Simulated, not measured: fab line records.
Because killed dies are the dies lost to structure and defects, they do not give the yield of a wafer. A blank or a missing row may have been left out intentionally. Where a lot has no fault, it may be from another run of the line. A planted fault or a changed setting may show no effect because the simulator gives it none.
fab line records    flow nand_harc
[record] lots = 5  wafers = 15  last_day = 24
route steps=1159 shown P_GATE@126
lots with no fault: from the same line, run without faults
start_h: hours from the record's opening day to when the first of the lot's shown wafers began    wait_h: time in hours since the lot's previous step    " identical to the entry in the row above    L1.1+2: one row covering several wafers at once    - either no value or no given start    * or withheld: withheld    < > ~ a bound
route shown NAME@n: names a module that has steps shown in the file, with the first one's number in the route    usual: mean and standard deviation over wafers with no fault    same: alike in all rows    chamber/n: place in a boat    sites: readings site by site    _std_site: the values' standard deviation    _edge_site: mean of outer sites minus mean of inner sites    radius_mm: for every site, how far away it sits from the centre of the wafer    mask NAME#n: copy n    behind: the most recent tool/chamber to have shaped the wafer    hold: what put the lot on hold/how long, in hours/how the hold closed    device: whichever transistor did not switch (one of n, p or np)    end of line: the tests these same wafers got at the end of their route    a step without rows: its recipe alone    killed: not the wafer's yield, but the dies lost to structure and defects at the first sort    map: shows each die of a wafer: x if killed, . if not, _ if none is there
set.NAME: setting as actually run; set.NAME@STEP: the setting as run at that earlier step    model.NAME: the simulator's own value behind a step, which no gauge read
lots seen at some steps along the route; tables by step, rows by wafer
services: the hour from which a tool's chamber was out of use, counted from the record's first day as start_h (under 0 if before that day), plus the number of hours and why
[[steps]]
[step NHARC_P_GATE_STRIP_15]
[recipe] time_s = 780  temp_c = 130  chemistry = SPM
[step NHARC_P_GATE_PRECLEAN_71]
[recipe] time_s = *  temp_c = 50  bath_age_min = 0  chemistry = SC1
[step NHARC_P_GATE_SRD_72]
[step NHARC_P_GATE_OXIDE_16]
[recipe] target_thk_a = 30  temp_c = 875  ox_time_s = 392  material = SiO2
[step NHARC_P_GATE_CVD_17]
[recipe] target_thk_a = 1500  temp_c = 620  time_s = 900  material = poly-Si
[step NHARC_P_GATE_HM_DEP_102]
[recipe] target_thk_a = 1200  temp_c = 400  material = aC
[usual] throttle_valve_pct = 35.000/0.0084
lot.wafer  tool        chamber  start_h  wait_h  throttle_valve_pct
L429.2     acl_dep-01  0        111.01   1.1     34.986
L429.4     "           0        "        "       34.995
L429.6     "           0        "        "       34.998
L431.2     acl_dep-03  0        129.64   1.6     35.009
L431.4     "           0        "        "       34.990
L431.6     "           0        "        "       35.002
L434.4     acl_dep-02  0        142.91   1.0     35.010
L434.5     "           0        "        "       34.992
L434.6     "           0        "        "       34.999
L439.2     acl_dep-03  0        180.74   4.2     34.989
L439.4     "           0        "        "       34.994
L439.5     "           0        "        "       34.999
L443.1     acl_dep-03  0        197.81   1.8     34.995
L443.4     "           0        "        "       34.998
L443.5     "           0        "        "       34.995
[step NHARC_P_GATE_DEP_103]
[recipe] target_thk_a = 300  target_thk_nm = 30  temp_c = 400  flow_sccm = 200  rf_w = 350  material = SiON
[step NHARC_P_GATE_DEHYDRATE_18]
[recipe] temp_c = 150  time_s = 120
[step NHARC_P_GATE_HMDS_19]
[recipe] time_s = 30
[step NHARC_P_GATE_COAT_20]
[recipe] spin_rpm = 1500  resist_thk_nm = 90
[step NHARC_P_GATE_SOFTBAKE_21]
[recipe] temp_c = 105  time_s = 55
[step NHARC_P_GATE_EBR_22]
[step NHARC_P_GATE_EXPOSE_23]
[recipe] na = 1.35  target_cd_nm = 120  dose_mj = 93.91  mask_id = P_GATE
lot.wafer   tool             chamber  start_h  wait_h  mask
L429.2+4+6  arfi_scanner-03  0        112.16   -       P_GATE_R1#0
L431.2+4+6  arfi_scanner-03  0        130.74   -       P_GATE#0
L434.4+5+6  arfi_scanner-02  0        143.83   -       P_GATE#0
L439.2+4+5  arfi_scanner-01  0        181.84   -       P_GATE#0
L443.1+4+5  arfi_scanner-01  0        199.02   -       P_GATE#0
[step NHARC_P_GATE_PEB_24]
[recipe] peb_temp_c = 100  peb_time_s = 65
[step NHARC_P_GATE_DEVELOP_25]
[recipe] develop_time_s = 35  dev_temp_c = 23
[step NHARC_P_GATE_CD_MEAS_26]
[recipe] target_cd_nm = 120  landing_energy_ev = 500
[usual] cd_nm = 120.1/0.57
lot.wafer  tool       chamber  start_h  wait_h  cd_nm
L429.2     cd_sem-02  0        112.30   -       105.0
L429.4     "          0        "        "       104.4
L429.6     "          0        "        "       104.5
L431.2     cd_sem-03  0        130.87   -       120.6
L431.4     "          0        "        "       120.9
L431.6     "          0        "        "       120.5
L434.4     cd_sem-01  0        143.97   -       121.2
L434.5     "          0        "        "       121.7
L434.6     "          0        "        "       121.2
L439.2     cd_sem-03  0        181.98   -       120.2
L439.4     "          0        "        "       119.8
L439.5     "          0        "        "       120.6
L443.1     cd_sem-03  0        199.16   -       120.9
L443.4     "          0        "        "       119.9
L443.5     "          0        "        "       120.1
[step NHARC_P_GATE_OVL_MEAS_27]
[usual] overlay_x_nm = -0.1/0.75  overlay_y_nm = 0.1/0.83
lot.wafer  tool        chamber  start_h  wait_h  overlay_x_nm  overlay_y_nm
L429.2     overlay-01  -        112.39   -       0.1           -1.6
L429.4     "           -        "        "       -0.4          -0.7
L429.6     "           -        "        "       0.1           -0.6
L431.2     overlay-01  -        130.96   -       -0.7          1.3
L431.4     "           -        "        "       -0.5          0.5
L431.6     "           -        "        "       -0.1          1.6
L434.4     overlay-02  -        144.05   -       -0.8          -0.6
L434.5     "           -        "        "       -0.6          -0.5
L434.6     "           -        "        "       -1.0          -0.5
L439.2     overlay-02  -        182.07   -       0.2           0.5
L439.4     "           -        "        "       0.4           0.0
L439.5     "           -        "        "       0.5           -0.3
L443.1     overlay-02  -        199.25   -       1.0           -0.3
L443.4     "           -        "        "       1.1           -0.3
L443.5     "           -        "        "       0.4           -0.1
[step NHARC_P_GATE_INSPECT_28]
[usual] raw_defect_count = 7/3.3
lot.wafer  tool               chamber  start_h  wait_h  raw_defect_count
L429.2     defect_inspect-02  -        112.42   0.0     6
L429.4     "                  -        "        "       3
L429.6     "                  -        "        "       4
L431.2     defect_inspect-02  -        131.00   0.0     9
L431.4     "                  -        "        "       4
L431.6     "                  -        "        "       8
L434.4     defect_inspect-02  -        144.08   0.0     7
L434.5     "                  -        "        "       17
L434.6     "                  -        "        "       23
L439.2     defect_inspect-01  -        182.10   0.0     7
L439.4     "                  -        "        "       9
L439.5     "                  -        "        "       5
L443.1     defect_inspect-01  -        199.28   0.0     5
L443.4     "                  -        "        "       3
L443.5     "                  -        "        "       2
[step NHARC_P_GATE_DESCUM_31]
[recipe] time_s = 3  o2_flow_sccm = 200  ar_flow_sccm = 0  bias_power_w = 0  chemistry = O2
[usual] drypump_motor_current_A = 5.98/0.21  oes_product_au = 0.999/0.0071  rf_vpp_V = 57.8/1  showerhead_plenum_p_Torr = 1.91/0.084  throttle_valve_pct = 11.312/0.009
lot.wafer  tool         chamber  start_h  wait_h  drypump_motor_current_A  oes_product_au  rf_hours_counter_h  rf_vpp_V  showerhead_plenum_p_Torr  throttle_valve_pct  model.P_GATE.cd_nm
L429.2     rie_diel-02  3        112.53   0.1     5.98                     0.989           24                  58.4      1.86                      11.300              105.2
L429.4     "            1        "        "       6.23                     1.002           -                   58.0      2.03                      11.320              104.4
L429.6     "            3        "        "       5.97                     1.006           -                   57.2      1.86                      11.303              104.7
L431.4     rie_diel-01  2        131.08   0.1     5.74                     1.001           61                  57.3      1.82                      11.321              121.2
L431.2     "            3        "        "       5.58                     1.004           65                  57.6      1.77                      11.333              120.3
L431.6     "            1        "        "       6.10                     1.001           -                   56.6      2.01                      11.296              120.4
L434.4     rie_diel-12  1        144.23   0.1     5.80                     1.014           41                  56.9      1.81                      11.313              120.3
L434.5     "            1        "        "       5.80                     1.004           -                   58.4      1.81                      11.323              121.7
L434.6     "            2        "        "       5.58                     1.000           -                   57.7      1.91                      11.299              121.6
L439.4     rie_diel-02  1        182.17   0.1     6.24                     1.003           2                   58.6      2.03                      11.309              119.8
L439.2     "            3        "        "       5.99                     0.986           3                   56.2      1.85                      11.318              120.7
L439.5     "            1        "        "       6.24                     1.010           -                   59.3      2.03                      11.315              120.4
L443.1     rie_diel-02  3        199.35   0.1     5.96                     0.990           7                   59.0      1.85                      11.298              120.8
L443.4     "            2        "        "       6.07                     0.995           6                   56.9      1.86                      11.314              120.1
L443.5     "            3        "        "       5.97                     0.982           -                   57.8      1.85                      11.307              120
[step NHARC_P_GATE_ETCH_104]
[recipe] target_depth_a = 600  time_s = withheld  cf4_flow_sccm = 100  chf3_flow_sccm = 30  ar_flow_sccm = 0  rf_w = 500  bias_w = 200  chemistry = CF4/CHF3
[usual] drypump_motor_current_A = 5.98/0.21  oes_product_au = 0.953/0.019  rf_vpp_V = 370.5/2.2  showerhead_plenum_p_Torr = 1.57/0.065  throttle_valve_pct = 16.803/0.0088
lot.wafer  tool         chamber  start_h  wait_h  drypump_motor_current_A  oes_product_au  rf_vpp_V  showerhead_plenum_p_Torr  throttle_valve_pct
L429.2     rie_diel-02  2        112.61   0.1     6.02                     0.957           369.4     1.53                      16.792
L429.4     "            1        "        "       6.22                     0.953           373.8     1.67                      16.814
L429.6     "            2        "        "       6.05                     0.970           370.8     1.53                      16.793
L431.2     rie_diel-01  1        131.27   0.2     6.05                     0.932           374.0     1.65                      16.792
L431.4     "            3        "        "       5.60                     0.920           366.5     1.46                      16.799
L431.6     "            0        "        "       5.67                     0.922           367.8     1.49                      16.790
L434.4     rie_diel-12  1        144.80   0.6     5.78                     0.962           367.3     1.50                      16.798
L434.6     "            0        "        "       6.11                     0.954           372.5     1.59                      16.810
L434.5     "            1        "        "       5.78                     0.958           369.1     1.50                      16.785
L439.4     rie_diel-02  0        182.25   0.1     6.02                     0.985           368.5     1.56                      16.818
L439.2     "            1        "        "       6.22                     0.976           371.5     1.66                      16.797
L439.5     "            0        "        "       6.03                     0.976           371.3     1.56                      16.816
L443.4     rie_diel-02  2        199.43   0.1     6.05                     0.974           371.4     1.53                      16.811
L443.1     "            3        "        "       5.99                     0.957           370.2     1.53                      16.817
L443.5     "            1        "        "       6.24                     0.988           372.4     1.66                      16.813
[step NHARC_P_GATE_HM_OPEN_105]
[recipe] target_depth_a = 3600  o2_flow_sccm = 400  cos_flow_sccm = 20  ar_flow_sccm = 0  rf_w = 500  bias_w = 300  chemistry = O2/COS
[usual] drypump_motor_current_A = 6.00/0.21  oes_product_au = 1.001/0.0072  rf_vpp_V = 467.1/2.7  showerhead_plenum_p_Torr = 3.12/0.13  throttle_valve_pct = 28.330/0.0098
lot.wafer  tool         chamber  start_h  wait_h  drypump_motor_current_A  oes_product_au  rf_hours_counter_h  rf_vpp_V  showerhead_plenum_p_Torr  throttle_valve_pct
L429.2     rie_diel-02  3        -        -       5.98                     0.995           24                  465.1     3.03                      28.349
L429.4     "            1        "        "       6.23                     1.008           -                   471.7     3.31                      28.337
L429.6     "            2        "        "       6.03                     1.007           -                   464.3     3.05                      28.316
L431.4     rie_diel-01  2        -        -       5.69                     1.011           61                  464.8     2.97                      28.330
L431.2     "            0        "        "       5.73                     1.005           67                  464.5     2.96                      28.325
L431.6     "            1        "        "       6.10                     1.000           -                   468.7     3.28                      28.334
L434.4     rie_diel-12  1        -        -       5.80                     1.014           42                  463.5     2.97                      28.330
L434.5     "            1        "        "       5.78                     1.011           -                   464.2     2.97                      28.354
L434.6     "            2        "        "       5.59                     0.994           -                   467.1     3.12                      28.341
L439.2     rie_diel-02  2        -        -       6.03                     0.997           3                   464.9     3.04                      28.337
L439.4     "            0        "        "       6.05                     0.997           3                   466.7     3.09                      28.338
L439.5     "            3        "        "       5.96                     0.997           -                   462.5     3.03                      28.334
L443.4     rie_diel-02  1        -        -       6.23                     1.004           6                   470.8     3.30                      28.345
L443.1     "            0        "        "       6.04                     1.001           6                   466.7     3.09                      28.332
L443.5     "            1        "        "       6.24                     1.003           -                   469.2     3.30                      28.328
[step NHARC_P_GATE_STRIP_106]
[recipe] o2_flow_sccm = 400  cos_flow_sccm = 20  ar_flow_sccm = 0  bias_w = 0  chemistry = O2/COS
[step NHARC_P_GATE_ETCH_114]
[recipe] target_depth_a = 300  overetch_a = 30  time_s = 16.5  ion_energy_ev = 100  cf4_flow_sccm = 80  o2_flow_sccm = 20  ar_flow_sccm = 0  rf_w = 300  bias_w = 100  chemistry = CF4/O2
[usual] drypump_motor_current_A = 5.96/0.22  oes_ar_750_au = 0.999/0.0048  oes_f_703_au = 1.000/0.005  oes_o_777_au = 1.000/0.0043  oes_product_au = 0.999/0.0072  rf_vpp_V = 197.7/1.4  showerhead_plenum_p_Torr = 1.33/0.057  throttle_valve_pct = 13.398/0.0089
lot.wafer  tool         chamber  start_h  wait_h  drypump_motor_current_A  oes_ar_750_au  oes_f_703_au  oes_o_777_au  oes_product_au  rf_hours_counter_h  rf_vpp_V  showerhead_plenum_p_Torr  throttle_valve_pct
L429.2     rie_diel-02  1        -        -       6.22                     1.002          1.003         0.991         1.007           27                  199.2     1.42                      13.403
L429.4     "            1        "        "       6.22                     0.998          0.988         0.996         1.001           -                   199.3     1.42                      13.384
L429.6     "            3        "        "       5.98                     1.003          1.006         1.001         0.992           -                   197.6     1.30                      13.383
L431.2     rie_diel-01  0        -        -       5.72                     1.003          1.003         0.999         0.995           67                  197.2     1.26                      13.397
L431.4     "            1        "        "       6.11                     1.002          1.003         1.001         0.997           66                  199.0     1.40                      13.380
L431.6     "            3        "        "       5.58                     0.998          1.000         1.000         0.993           -                   195.6     1.24                      13.390
L434.4     rie_diel-12  1        -        -       5.79                     0.999          1.002         0.994         0.998           42                  197.1     1.27                      13.401
L434.6     "            0        "        "       6.12                     1.009          1.007         0.987         1.005           -                   198.5     1.35                      13.387
L434.5     "            1        "        "       5.79                     0.989          1.002         0.994         1.006           -                   195.2     1.27                      13.382
L439.4     rie_diel-02  2        -        -       6.01                     0.991          1.003         1.002         0.999           3                   197.4     1.30                      13.390
L439.2     "            3        "        "       5.99                     1.002          1.005         0.996         0.994           3                   197.1     1.29                      13.398
L439.5     "            3        "        "       6.00                     1.002          1.000         0.996         0.982           -                   197.5     1.29                      13.406
L443.4     rie_diel-02  0        -        -       6.02                     0.994          0.998         0.999         1.004           6                   197.5     1.32                      13.403
L443.1     "            1        "        "       6.22                     0.992          0.995         1.004         1.008           6                   199.9     1.41                      13.380
L443.5     "            2        "        "       6.07                     1.004          1.000         0.996         1.003           -                   197.1     1.30                      13.410
[step NHARC_P_GATE_ETCH_32]
[recipe] target_depth_a = 1500  over_etch_frac = 1  over_etch_ion_energy_ev = 40  time_s = 100.1  hbr_flow_sccm = 150  cl2_flow_sccm = 50  rf_w = 400  icp_w = 400  bias_w = 100  chemistry = HBr/Cl2
[usual] drypump_motor_current_A = 5.7/0.35  he_backside_leak_sccm = 2.61/0.24  oes_product_au = 0.999/0.0072  throttle_valve_pct = 26.405/0.0094
lot.wafer  tool       chamber  start_h  wait_h  drypump_motor_current_A  he_backside_leak_sccm  oes_product_au  rf_hours_counter_h  throttle_valve_pct  model.P_GATE.cd_nm
L429.2     rie_si-04  2        113.18   -       6.2                      2.43                   0.989           0.0                 26.402              103.9
L429.4     "          3        "        "       6.3                      3.22                   0.989           0.0                 26.392              106
L429.6     "          2        "        "       6.2                      2.57                   0.994           -                   26.395              103.5
L431.4     rie_si-04  0        131.76   -       5.3                      2.68                   0.988           0.2                 26.415              122.5
L431.2     "          1        "        "       5.5                      2.27                   1.002           0.2                 26.412              119.4
L431.6     "          2        "        "       6.2                      2.41                   1.005           -                   26.411              121.3
L434.4     rie_si-03  1        145.41   -       5.3                      2.64                   1.002           1.7                 26.402              118.7
L434.5     "          1        "        "       5.3                      2.64                   1.000           -                   26.406              121.1
L434.6     "          2        "        "       6.1                      2.81                   0.997           -                   26.409              122.6
L439.4     rie_si-04  1        182.64   -       5.5                      2.25                   0.995           0.7                 26.419              120.7
L439.2     "          3        "        "       6.3                      4.08                   1.005           0.7                 26.389              120.6
L439.5     "          1        "        "       5.5                      2.16                   1.009           -                   26.409              121
L443.1     rie_si-01  0        199.81   -       5.3                      2.23                   0.995           0.5                 26.401              119.8
L443.4     "          2        "        "       6.0                      2.75                   1.015           0.5                 26.412              118.5
L443.5     "          1        "        "       5.4                      2.52                   1.001           -                   26.398              119.2
[step NHARC_P_GATE_STRIP_108]
[recipe] o2_flow_sccm = 500  ar_flow_sccm = 0  bias_w = 0  chemistry = O2
[usual] drypump_motor_current_A = 5.96/0.22  oes_product_au = 0.999/0.0087  rf_vpp_V = 57.6/0.98  showerhead_plenum_p_Torr = 3.51/0.14  throttle_valve_pct = 17.037/0.0094
lot.wafer  tool         chamber  start_h  wait_h  drypump_motor_current_A  oes_product_au  rf_hours_counter_h  rf_vpp_V  showerhead_plenum_p_Torr  throttle_valve_pct
L429.2     rie_diel-02  3        113.36   -       5.98                     0.994           24                  56.6      3.43                      17.030
L429.4     "            2        "        "       6.10                     1.018           -                   56.4      3.44                      17.036
L429.6     "            1        "        "       6.23                     1.009           -                   58.0      3.74                      17.045
L431.4     rie_diel-02  2        131.91   -       6.13                     1.015           26                  58.3      3.44                      17.035
L431.2     "            3        "        "       5.96                     0.979           28                  57.0      3.43                      17.043
L431.6     "            1        "        "       6.23                     1.009           -                   58.7      3.73                      17.039
L434.4     rie_diel-12  1        145.60   -       5.81                     0.998           42                  57.6      3.36                      17.045
L434.6     "            0        "        "       6.12                     1.002           -                   58.1      3.57                      17.035
L434.5     "            1        "        "       5.80                     1.006           -                   57.1      3.36                      17.047
L439.4     rie_diel-02  0        182.81   -       6.06                     1.007           3                   58.0      3.49                      17.024
L439.2     "            2        "        "       6.03                     0.992           3                   56.7      3.44                      17.040
L439.5     "            3        "        "       6.04                     0.983           -                   58.3      3.43                      17.032
L443.4     rie_diel-12  2        200.00   -       5.58                     1.008           59                  58.4      3.51                      17.034
L443.1     "            0        "        "       6.11                     1.002           56                  56.5      3.56                      17.031
L443.5     "            1        "        "       5.80                     0.995           -                   56.0      3.35                      17.039
[[services]]
tool             chamber  start_h  hours  kind
rie_diel-02      0        87.14    44.0   repair
rie_si-04        -        99.00    9.0    pm
rie_diel-02      1        105.35   -      clean
rie_diel-02      2        105.35   -      clean
rie_diel-02      3        105.35   -      clean
acl_dep-01       -        112.79   13.0   pm
rie_diel-01      2        113.03   9.2    repair
rie_diel-02      1        118.07   3.5    repair
rie_si-01        -        127.00   9.0    pm
rie_diel-02      1        129.85   -      clean
rie_diel-02      2        129.85   -      clean
rie_diel-02      3        129.85   -      clean
rie_diel-01      -        137.80   9.0    pm
arfi_scanner-03  -        140.00   4.0    pm
arfi_scanner-02  -        144.41   6.4    repair
rie_diel-02      -        150.70   9.0    pm
rie_si-03        -        155.03   9.0    pm
acl_dep-02       -        171.17   13.0   pm
arfi_scanner-02  -        181.99   17.2   repair
rie_si-04        -        186.35   2.7    repair
rie_si-01        2        186.61   4.2    repair
acl_dep-03       -        189.48   0.0    repair
rie_si-04        -        189.96   0.2    repair
rie_si-03        2        190.78   8.9    repair
[[key]]
[first_sign] step = NHARC_P_GATE_EXPOSE_23  reading = mask  direction = changed
[effect] step = NHARC_P_GATE_CD_MEAS_26  reading = cd_nm  direction = down  sigmas = 27  usual = 120.1  struck = 104.6
[model_effect] step = NHARC_P_GATE_DESCUM_31  value = P_GATE.cd_nm  without = 119.9  struck = 104.8
[model_effect] step = NHARC_P_GATE_ETCH_32  value = P_GATE.cd_nm  without = 119.6  struck = 104.5
met_at NHARC_P_GATE_EXPOSE_23
struck_wafers L429.2,L429.4,L429.6
sort_left_out L429.2,L429.4,L429.6
tester_left_out L429
[fault] kind = wrong_mask  tool = any  chamber = -  onset_h = 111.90  steps = NHARC_P_GATE_EXPOSE_23  aux_copy = P_GATE_R1#0  cd_offset_nm = -15.11  scope = struck_lots_only
// tester_left_out: of these lots the tester's yield and bins aren't shown, on N5 and GAA mostly nor the transistor test; their killed dies are dies lost to structure and defects alone, not to doping, threshold or leakage, so they don't give the yield
// sort_left_out: the simulated sort isn't trusted on such a fault, so these wafers' sort isn't shown, and their yield isn't known
